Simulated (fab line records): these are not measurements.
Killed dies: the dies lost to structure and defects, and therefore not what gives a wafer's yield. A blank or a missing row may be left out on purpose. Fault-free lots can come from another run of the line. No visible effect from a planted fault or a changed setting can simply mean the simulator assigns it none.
fab line records	flow n5-finfet	part 1 of 2: steps 1 to 4 of 6
record lots=22	wafers=66	last-day=17
route steps=1938 shown BEOL_M0_CUTY@713 BEOL_M0@717
lots with no fault: from the same line, run without faults
start-h: hours from the record's opening day to when the first of the lot's shown wafers began	wait-h: time in hours since the lot's previous step	" unchanged from the row above	L1.1+2: one row covering several wafers at once	- either no value or no given start	* or withheld: withheld	< > ~ a bound
route shown NAME@n: a module of which the file shows steps, and the number in the route of the first	usual: average and standard deviation across the fault-free wafers	same: alike in all rows	chamber/n: place in a boat	sites: per-site readings	_std_site: standard deviation of those values	_edge_site: mean of outer sites minus mean of inner sites	radius-mm: how far each site lies from the wafer's centre	mask NAME#n: copy n	behind: tool/chamber where the wafer was last shaped	hold: why the lot was held/for how many hours/how that ended	device: the n, p or np transistor that did not switch	end of line: the same wafers' tests at the end of the route	step lacking rows: just its recipe	killed: dies that structure and defects cost at the first sort, which is not the same as the wafer's yield	map: the dies of a wafer, with x for killed, . for not killed, _ for no die there
set.NAME: the setting that was run; set.NAME@STEP: the one run at that earlier step	model.NAME: the simulator's own value behind a step, which no gauge read
the route's steps for a sample of lots (tables are steps, rows are wafers)
services: when a tool's chamber went out of use (start-h, in hours from the record's first day, below 0 if earlier), for how many hours, and the reason
## steps
# step N5_BEOL_M0_CUTY_ETCH_63
# recipe chemistry=N2/H2	target=SOC	target-depth-a=827	overetch-a=165	mask-material=SiARC	temp-c=40	ion-energy-ev=200	time-s=124	pressure-mtorr=30	source-w=840	bias-w=150	n2-flow-sccm=200	h2-flow-sccm=200
# usual drypump-motor-current-A=5.6/0.45	n2-flow-sccm=200.0/0.6	oes-product-au=0.64/0.07	rf-vpp-V=523.5/2.7	showerhead-plenum-p-Torr=2.53/0.092	throttle-valve-pct=17.72/0.22
# same time-s=124
lot.wafer	tool	chamber	start-h	wait-h	drypump-motor-current-A	n2-flow-sccm	oes-product-au	rf-hours-counter-h	rf-vpp-V	showerhead-plenum-p-Torr	throttle-valve-pct
L074.1	rie-diel-05	0	116.06	0.0	5.7	199.9	0.60	173	522.3	2.53	17.80
L074.3	"	2	"	"	5.7	200.8	0.62	168	526.8	2.63	17.46
L074.6	"	3	"	"	5.2	200.3	0.56	-	523.0	2.50	18.19
L075.1	rie-diel-05	0	124.86	0.0	5.7	200.5	0.60	176	522.9	2.53	17.81
L075.3	"	1	"	"	5.2	199.4	0.61	167	521.9	2.54	17.87
L075.6	"	1	"	"	5.2	199.4	0.61	-	524.1	2.53	17.87
L076.1	rie-diel-06	1	126.29	0.0	5.4	199.7	0.64	116	523.4	2.55	17.35
L076.4	"	2	"	"	5.7	200.9	0.57	237	521.5	2.41	17.84
L076.6	"	1	"	"	5.4	199.1	0.64	-	523.0	2.55	17.38
L077.2	rie-diel-03	3	150.56	0.0	5.6	199.2	0.72	30	522.4	2.49	17.67
L077.3	"	2	"	"	6.2	199.8	0.61	159	520.3	2.45	17.96
L077.5	"	2	"	"	6.2	199.9	0.62	-	520.5	2.45	17.96
L078.1	rie-diel-06	2	151.20	0.0	5.7	199.1	0.56	248	518.7	2.40	17.86
L078.2	"	0	"	"	5.0	200.6	0.58	223	526.8	2.61	18.03
L078.5	"	1	"	"	5.4	200.1	0.64	-	524.9	2.54	17.38
L079.2	rie-diel-06	1	152.00	0.0	5.4	200.2	0.63	126	522.6	2.54	17.38
L079.4	"	2	"	"	5.7	200.1	0.56	248	518.6	2.40	17.87
L079.6	"	3	"	"	6.4	199.8	0.60	-	520.9	2.42	17.70
L081.3	rie-diel-05	0	159.90	0.0	5.7	199.6	0.58	187	523.7	2.52	17.82
L081.5	"	3	"	"	5.2	200.5	0.76	-	521.6	2.49	17.82
L081.6	"	0	"	"	5.7	199.8	0.58	-	523.5	2.52	17.82
L082.1	rie-diel-06	1	160.85	0.0	5.4	199.5	0.63	129	525.3	2.54	17.39
L082.2	"	3	"	"	6.5	200.0	0.60	190	520.8	2.41	17.71
L082.5	"	3	"	"	6.4	200.3	0.59	-	520.5	2.41	17.71
L083.2	rie-diel-06	0	168.54	0.0	5.0	200.3	0.57	231	526.5	2.61	18.03
L083.3	"	1	"	"	5.4	199.9	0.64	133	524.2	2.54	17.41
L083.4	"	0	"	"	5.0	201.0	0.58	-	525.8	2.61	18.03
L084.1	rie-diel-06	0	173.27	0.0	5.0	201.0	0.58	234	524.4	2.61	18.04
L084.2	"	1	"	"	5.4	199.9	0.63	136	523.1	2.54	17.39
L084.3	"	3	"	"	6.4	200.5	0.59	197	519.4	2.41	17.73
L085.1	rie-diel-06	0	184.12	0.0	5.1	200.8	0.57	239	524.0	2.61	18.03
L085.2	"	3	"	"	6.4	200.0	0.59	202	520.9	2.41	17.74
L085.3	"	2	"	"	5.7	200.8	0.81	1	529.0	2.72	17.48
L086.1	rie-diel-06	3	186.85	0.0	6.4	199.7	0.59	203	520.1	2.41	17.74
L086.2	"	2	"	"	5.6	200.4	0.79	2	528.3	2.72	17.48
L086.4	"	0	"	"	5.1	200.1	0.57	240	525.8	2.61	18.03
L087.1	rie-diel-03	3	196.70	0.0	5.6	200.8	0.72	48	523.2	2.48	17.71
L087.5	"	1	"	"	5.3	200.1	0.76	-	525.4	2.60	17.86
L087.6	"	0	"	"	6.1	200.1	0.66	-	521.1	2.45	17.70
L088.2	rie-diel-03	0	199.15	0.0	6.1	200.6	0.65	110	522.2	2.45	17.69
L088.3	"	3	"	"	5.6	200.1	0.71	49	521.1	2.48	17.71
L088.5	"	2	"	"	6.1	201.0	0.60	-	520.7	2.44	17.98
L089.2	rie-diel-06	0	204.40	0.0	5.1	199.7	0.57	246	526.7	2.60	18.05
L089.5	"	0	"	"	5.0	198.8	0.57	-	524.2	2.60	18.07
L089.6	"	3	"	"	6.5	200.8	0.58	-	518.9	2.41	17.74
L090.1	rie-diel-05	3	209.90	0.0	5.2	200.3	0.72	26	522.0	2.48	17.87
L090.3	"	0	"	"	5.7	200.6	0.58	202	523.3	2.52	17.85
L090.4	"	1	"	"	5.2	199.7	0.59	198	524.8	2.52	17.93
L091.1	rie-diel-03	0	213.75	0.0	6.1	199.0	0.65	116	522.5	2.44	17.71
L091.2	"	1	"	"	5.3	199.6	0.76	22	524.3	2.60	17.88
L091.6	"	2	"	"	6.2	199.3	0.59	-	521.1	2.44	17.99
L092.1	rie-diel-06	3	223.52	0.0	6.4	200.1	0.58	216	519.4	2.40	17.77
L092.2	"	2	"	"	5.7	200.4	0.76	13	528.7	2.72	17.52
L092.4	"	1	"	"	5.4	200.2	0.61	-	523.1	2.53	17.44
L093.2	rie-diel-05	1	229.57	0.0	5.2	199.0	0.58	205	524.2	2.52	17.94
L093.5	"	0	"	"	5.7	200.0	0.57	-	523.2	2.51	17.87
L093.6	"	1	"	"	5.2	199.7	0.59	-	524.2	2.52	17.94
L095.1	rie-diel-06	2	239.98	0.0	5.7	200.2	0.74	22	528.4	2.71	17.53
L095.2	"	1	"	"	5.4	200.3	0.61	161	523.7	2.53	17.44
L095.6	"	2	"	"	5.7	200.5	0.74	-	528.1	2.71	17.53
L096.1	rie-diel-06	0	245.69	0.0	5.1	199.2	0.82	1	526.8	2.60	17.65
L096.2	"	3	"	"	6.4	199.4	0.57	226	519.9	2.40	17.78
L096.5	"	2	"	"	5.6	199.8	0.74	-	528.7	2.71	17.52
L097.1	rie-diel-06	2	250.23	0.0	5.6	199.2	0.74	26	529.5	2.71	17.53
L097.2	"	0	"	"	5.0	199.8	0.81	2	525.3	2.60	17.64
L097.5	"	2	"	"	5.7	200.0	0.73	-	526.7	2.71	17.52
# step N5_BEOL_M0_STRIP_140
# recipe chemistry=CF4	resist=SiARC	power-w=300	bias-power-w=75	pressure-mtorr=50	cf4-flow-sccm=150	rf-frequency-hz=6e+07
# usual cf4-flow-sccm=150.0/0.45	drypump-motor-current-A=5.6/0.42	oes-product-au=0.78/0.086	rf-vpp-V=270.8/1.5	showerhead-plenum-p-Torr=1.78/0.055	throttle-valve-pct=13.54/0.16
lot.wafer	tool	chamber	start-h	wait-h	cf4-flow-sccm	drypump-motor-current-A	oes-product-au	rf-hours-counter-h	rf-vpp-V	showerhead-plenum-p-Torr	throttle-valve-pct
L074.1	rie-diel-03	1	117.66	0.3	149.6	5.3	0.66	249	272.5	1.84	14.03
L074.3	"	0	"	"	150.8	6.1	0.82	77	268.7	1.74	13.52
L074.6	"	2	"	"	149.4	6.2	0.73	-	270.2	1.72	13.55
L075.1	rie-diel-03	0	125.28	0.1	150.1	6.1	0.81	81	270.6	1.74	13.53
L075.3	"	3	"	"	150.5	5.6	0.90	18	270.5	1.76	13.38
L075.6	"	0	"	"	150.4	6.1	0.82	-	269.8	1.74	13.53
L076.1	rie-diel-05	3	127.64	0.3	149.7	5.2	0.67	250	269.8	1.76	14.02
L076.4	"	2	"	"	149.8	5.6	0.74	172	272.8	1.85	13.32
L076.6	"	1	"	"	149.9	5.2	0.73	-	270.4	1.78	13.61
L077.2	rie-diel-05	3	151.07	0.1	150.2	5.2	0.93	4	270.8	1.76	13.49
L077.3	"	2	"	"	150.8	5.7	0.74	180	271.4	1.85	13.35
L077.5	"	0	"	"	149.7	5.7	0.72	-	270.5	1.78	13.67
L079.2	rie-diel-05	2	152.78	0.2	150.1	5.6	0.74	181	270.4	1.85	13.34
L079.4	"	1	"	"	150.0	5.2	0.72	177	272.5	1.77	13.61
L079.6	"	0	"	"	149.9	5.6	0.71	-	269.8	1.78	13.68
L078.1	rie-diel-06	3	152.82	0.2	150.2	6.4	0.72	187	268.4	1.71	13.57
L078.2	"	2	"	"	150.0	5.6	0.68	248	268.5	1.70	13.82
L078.5	"	3	"	"	150.3	6.4	0.71	-	270.0	1.71	13.57
L081.3	rie-diel-06	0	160.71	0.1	150.5	5.0	0.70	227	271.7	1.84	13.81
L081.5	"	1	"	"	150.0	5.4	0.77	-	270.5	1.80	13.35
L081.6	"	3	"	"	150.8	6.4	0.71	-	269.7	1.71	13.57
L082.1	rie-diel-03	2	161.28	0.1	150.0	6.2	0.74	164	269.7	1.71	13.59
L082.2	"	3	"	"	150.0	5.6	0.87	35	269.6	1.76	13.38
L082.5	"	1	"	"	149.8	5.3	0.99	-	270.8	1.84	13.47
L083.2	rie-diel-06	0	169.48	0.1	149.6	5.1	0.70	231	272.6	1.84	13.82
L083.3	"	1	"	"	149.4	5.4	0.75	133	270.2	1.80	13.34
L083.4	"	1	"	"	149.3	5.4	0.76	-	271.2	1.79	13.34
L084.1	rie-diel-05	3	174.05	0.2	149.6	5.2	0.89	13	269.2	1.76	13.50
L084.2	"	1	"	"	150.6	5.2	0.71	186	271.4	1.77	13.62
L084.3	"	1	"	"	150.7	5.1	0.72	-	271.7	1.77	13.64
L085.1	rie-diel-06	1	185.18	0.1	150.1	5.4	0.77	141	269.2	1.79	13.35
L085.2	"	0	"	"	150.1	5.0	0.69	239	271.2	1.84	13.86
L085.3	"	2	"	"	149.8	5.6	0.97	1	273.2	1.91	13.27
L086.1	rie-diel-05	0	187.69	0.1	149.9	5.7	0.70	196	270.4	1.78	13.71
L086.2	"	3	"	"	150.3	5.2	0.88	19	270.8	1.76	13.49
L086.4	"	1	"	"	150.7	5.2	0.71	191	272.4	1.77	13.64
L087.1	rie-diel-05	0	197.19	0.2	149.5	5.7	0.71	198	270.3	1.78	13.71
L087.5	"	2	"	"	150.3	5.6	0.72	-	269.3	1.85	13.34
L087.6	"	3	"	"	150.5	5.2	0.88	-	269.2	1.76	13.50
L088.2	rie-diel-03	1	202.60	0.2	149.8	5.3	0.92	17	272.1	1.83	13.51
L088.3	"	3	"	"	149.9	5.6	0.86	50	271.9	1.75	13.46
L088.5	"	0	"	"	149.6	6.1	0.78	-	268.3	1.74	13.58
L089.2	rie-diel-06	2	204.86	0.1	148.9	5.6	0.93	7	270.7	1.91	13.30
L089.5	"	3	"	"	149.8	6.4	0.71	-	268.7	1.70	13.60
L089.6	"	2	"	"	150.2	5.7	0.94	-	274.1	1.91	13.29
L090.1	rie-diel-05	3	210.54	0.3	149.9	5.2	0.87	26	271.9	1.76	13.51
L090.3	"	2	"	"	149.8	5.7	0.73	196	269.7	1.85	13.37
L090.4	"	0	"	"	149.7	5.7	0.70	202	272.0	1.78	13.72
L091.1	rie-diel-06	3	215.58	0.3	149.7	6.4	0.70	212	269.1	1.70	13.62
L091.2	"	2	"	"	149.8	5.6	0.93	10	274.9	1.91	13.32
L091.6	"	0	"	"	150.2	5.1	0.69	-	273.1	1.83	13.88
L092.1	rie-diel-06	2	224.66	0.1	150.3	5.6	0.91	14	271.7	1.91	13.29
L092.2	"	1	"	"	150.4	5.4	0.75	153	269.9	1.79	13.41
L092.4	"	3	"	"	150.1	6.4	0.70	-	269.8	1.70	13.63
L093.2	rie-diel-03	1	231.68	0.2	148.9	5.3	0.91	28	271.6	1.83	13.55
L093.5	"	3	"	"	150.3	5.6	0.84	-	272.0	1.75	13.47
L093.6	"	2	"	"	150.3	6.2	0.71	-	270.3	1.70	13.66
L095.1	rie-diel-03	3	240.86	0.2	149.9	5.6	0.84	66	269.4	1.75	13.48
L095.2	"	2	"	"	150.4	6.2	0.71	195	270.5	1.70	13.65
L095.6	"	1	"	"	150.1	5.3	0.89	-	272.4	1.83	13.53
L096.1	rie-diel-05	1	246.16	0.1	149.4	5.2	0.69	211	271.2	1.76	13.69
L096.2	"	0	"	"	150.3	5.7	0.69	214	271.1	1.77	13.77
L096.5	"	2	"	"	150.3	5.7	0.72	-	271.2	1.84	13.37
L097.1	rie-diel-06	2	250.79	0.3	150.3	5.6	0.89	26	273.6	1.91	13.33
L097.2	"	1	"	"	150.4	5.4	0.74	165	271.1	1.79	13.41
L097.5	"	2	"	"	149.6	5.6	0.90	-	273.4	1.91	13.34
# step N5_BEOL_M0_ETCH_109
# recipe chemistry=CH3F/O2	target-depth-a=80	overetch-a=24	target=SiCN	time-s=27.4	ion-energy-ev=120	pressure-mtorr=30	source-w=395	bias-w=75	Ar_flow_sccm=150	CH3F_flow_sccm=30	O2_flow_sccm=20
# usual drypump-motor-current-A=5.6/0.41	oes-product-au=0.67/0.071	rf-vpp-V=296.9/1.4	showerhead-plenum-p-Torr=1.98/0.062	throttle-valve-pct=16.29/0.16
# same time-s=27.4
lot.wafer	tool	chamber	start-h	wait-h	drypump-motor-current-A	oes-product-au	rf-hours-counter-h	rf-vpp-V	showerhead-plenum-p-Torr	throttle-valve-pct
L074.1	rie-diel-05	1	118.24	0.0	5.2	0.64	165	297.8	1.99	16.33
L074.3	"	3	"	"	5.2	0.58	247	297.5	1.97	16.74
L074.6	"	3	"	"	5.2	0.59	-	297.2	1.97	16.72
L075.1	rie-diel-05	3	125.72	0.1	5.2	0.57	249	296.4	1.97	16.73
L075.3	"	0	"	"	5.7	0.62	176	297.2	1.99	16.36
L075.6	"	1	"	"	5.2	0.63	-	297.3	1.99	16.35
L076.1	rie-diel-06	1	128.04	0.0	5.4	0.67	117	297.2	2.00	16.00
L076.4	"	3	"	"	6.4	0.63	176	295.0	1.92	16.29
L076.6	"	0	"	"	5.0	0.62	-	297.5	2.06	16.50
L077.2	rie-diel-06	0	151.84	0.4	5.0	0.61	224	298.0	2.06	16.52
L077.3	"	1	"	"	5.4	0.68	126	298.4	2.00	16.01
L077.5	"	2	"	"	5.6	0.60	-	294.3	1.88	16.38
L079.2	rie-diel-06	2	153.24	0.0	5.6	0.58	248	293.5	1.88	16.38
L079.4	"	1	"	"	5.4	0.68	126	296.9	2.00	16.01
L079.6	"	2	"	"	5.7	0.59	-	295.0	1.88	16.40
L078.1	rie-diel-06	1	153.40	0.0	5.4	0.67	126	297.3	2.00	16.00
L078.2	"	3	"	"	6.4	0.62	188	293.7	1.91	16.31
L078.5	"	0	"	"	5.0	0.61	-	298.2	2.06	16.51
L081.3	rie-diel-06	1	161.30	0.0	5.4	0.67	130	299.4	2.00	16.02
L081.5	"	3	"	"	6.5	0.62	-	294.7	1.91	16.31
L081.6	"	0	"	"	5.0	0.61	-	299.5	2.06	16.53
L082.1	rie-diel-03	0	161.69	0.0	6.1	0.70	97	295.2	1.94	16.34
L082.2	"	2	"	"	6.2	0.63	164	295.3	1.91	16.35
L082.5	"	1	"	"	5.3	0.86	-	299.1	2.04	16.21
L083.2	rie-diel-06	1	170.82	0.5	5.4	0.65	134	297.0	1.99	16.02
L083.3	"	0	"	"	5.0	0.61	232	298.6	2.06	16.54
L083.4	"	0	"	"	5.1	0.60	-	298.1	2.06	16.52
L084.1	rie-diel-03	0	174.55	0.0	6.1	0.68	102	297.4	1.94	16.36
L084.2	"	2	"	"	6.2	0.63	169	296.1	1.91	16.36
L084.3	"	3	"	"	5.6	0.75	40	296.3	1.95	16.17
L085.1	rie-diel-03	1	186.28	0.2	5.3	0.80	11	297.9	2.04	16.22
L085.2	"	2	"	"	6.2	0.62	174	296.6	1.91	16.39
L085.3	"	3	"	"	5.6	0.73	45	296.6	1.95	16.20
L086.1	rie-diel-03	1	188.10	0.0	5.3	0.80	12	297.8	2.04	16.22
L086.2	"	0	"	"	6.1	0.68	107	295.8	1.94	16.37
L086.4	"	3	"	"	5.6	0.74	46	296.7	1.95	16.19
L087.1	rie-diel-05	2	197.60	0.0	5.7	0.64	191	298.3	2.09	16.11
L087.5	"	0	"	"	5.7	0.62	-	297.4	1.98	16.41
L087.6	"	3	"	"	5.2	0.77	-	297.1	1.96	16.32
L088.2	rie-diel-06	1	203.09	0.0	5.4	0.66	147	297.8	1.99	16.05
L088.3	"	3	"	"	6.4	0.61	209	295.7	1.90	16.36
L088.5	"	1	"	"	5.4	0.68	-	297.8	1.99	16.05
L089.2	rie-diel-03	0	205.52	0.0	6.1	0.69	113	296.1	1.94	16.39
L089.5	"	0	"	"	6.1	0.69	-	296.0	1.94	16.37
L089.6	"	3	"	"	5.6	0.75	-	295.8	1.95	16.22
L090.1	rie-diel-05	1	210.96	0.0	5.2	0.62	198	298.2	1.98	16.41
L090.3	"	2	"	"	5.6	0.63	196	298.4	2.08	16.11
L090.4	"	0	"	"	5.7	0.60	202	297.3	1.98	16.42
L091.1	rie-diel-03	0	215.99	0.0	6.1	0.66	116	294.4	1.94	16.39
L091.2	"	1	"	"	5.3	0.78	23	297.3	2.04	16.24
L091.6	"	2	"	"	6.2	0.62	-	294.1	1.91	16.38
L092.1	rie-diel-03	3	225.34	0.3	5.6	0.72	59	297.0	1.95	16.24
L092.2	"	1	"	"	5.3	0.78	26	298.9	2.04	16.23
L092.4	"	3	"	"	5.6	0.73	-	296.2	1.95	16.23
L093.2	rie-diel-03	0	232.30	0.0	6.1	0.68	120	295.3	1.94	16.39
L093.5	"	3	"	"	5.6	0.74	-	297.1	1.95	16.23
L093.6	"	0	"	"	6.1	0.68	-	295.5	1.94	16.39
L095.1	rie-diel-06	3	241.29	0.0	6.4	0.61	224	296.2	1.90	16.39
L095.2	"	1	"	"	5.4	0.64	162	297.2	1.98	16.06
L095.6	"	2	"	"	5.6	0.78	-	299.1	2.12	15.99
L096.1	rie-diel-05	3	246.56	0.0	5.2	0.73	39	296.9	1.95	16.37
L096.2	"	1	"	"	5.2	0.61	211	296.9	1.98	16.43
L096.5	"	2	"	"	5.6	0.62	-	300.4	2.08	16.15
L097.1	rie-diel-05	2	251.62	0.0	5.7	0.61	211	299.5	2.08	16.14
L097.2	"	1	"	"	5.2	0.59	213	296.8	1.98	16.44
L097.5	"	0	"	"	5.7	0.59	-	296.8	1.97	16.44
# step N5_BEOL_M0_DEGAS_112
# recipe ambient=vacuum	temp-c=250	time-s=60
# usual heater-power-w=370/50
# same time-s=60
lot.wafer	tool	chamber	start-h	wait-h	heater-power-w
L074.1	pvd-sputter-02	-	118.84	0.4	317
L074.3	"	-	"	"	369
L074.6	"	-	"	"	470
L075.1	pvd-sputter-03	-	125.92	0.1	392
L075.3	"	-	"	"	310
L075.6	"	-	"	"	320
L076.1	pvd-sputter-02	-	131.06	2.9	365
L076.4	"	-	"	"	348
L076.6	"	-	"	"	367
L077.2	pvd-sputter-02	-	152.87	0.9	360
L077.3	"	-	"	"	360
L077.5	"	-	"	"	309
L079.2	pvd-sputter-02	-	153.65	0.3	460
L079.4	"	-	"	"	311
L079.6	"	-	"	"	355
L078.1	pvd-sputter-01	-	154.07	0.5	340
L078.2	"	-	"	"	362
L078.5	"	-	"	"	418
L081.3	pvd-sputter-02	-	162.00	0.6	456
L081.5	"	-	"	"	475
L081.6	"	-	"	"	311
L082.1	pvd-sputter-02	-	162.24	0.4	314
L082.2	"	-	"	"	372
L082.5	"	-	"	"	372
L083.2	pvd-sputter-03	-	171.50	0.5	382
L083.3	"	-	"	"	275
L083.4	"	-	"	"	311
L084.1	pvd-sputter-02	-	174.86	0.2	470
L084.2	"	-	"	"	358
L084.3	"	-	"	"	316
L085.1	pvd-sputter-02	-	186.56	0.1	458
L085.2	"	-	"	"	365
L085.3	"	-	"	"	372
L086.1	pvd-sputter-01	-	188.65	0.4	355
L086.2	"	-	"	"	423
L086.4	"	-	"	"	331
L087.1	pvd-sputter-01	-	198.30	0.6	359
L087.5	"	-	"	"	407
L087.6	"	-	"	"	414
L088.2	pvd-sputter-01	-	203.57	0.3	409
L088.3	"	-	"	"	367
L088.5	"	-	"	"	415
L089.2	pvd-sputter-01	-	206.15	0.5	355
L089.5	"	-	"	"	412
L089.6	"	-	"	"	361
L090.1	pvd-sputter-02	-	211.24	0.1	460
L090.3	"	-	"	"	311
L090.4	"	-	"	"	359
L091.1	pvd-sputter-02	-	216.65	0.5	314
L091.2	"	-	"	"	365
L091.6	"	-	"	"	353
L092.1	pvd-sputter-03	-	227.06	1.6	316
L092.2	"	-	"	"	386
L092.4	"	-	"	"	392
L093.2	pvd-sputter-02	-	232.81	0.3	302
L093.5	"	-	"	"	444
L093.6	"	-	"	"	302
L095.1	pvd-sputter-01	-	241.67	0.2	348
L095.2	"	-	"	"	425
L095.6	"	-	"	"	399
L096.1	pvd-sputter-03	-	247.20	0.5	308
L096.2	"	-	"	"	388
L096.5	"	-	"	"	274
L097.1	pvd-sputter-02	-	252.12	0.3	367
L097.2	"	-	"	"	459
L097.5	"	-	"	"	304
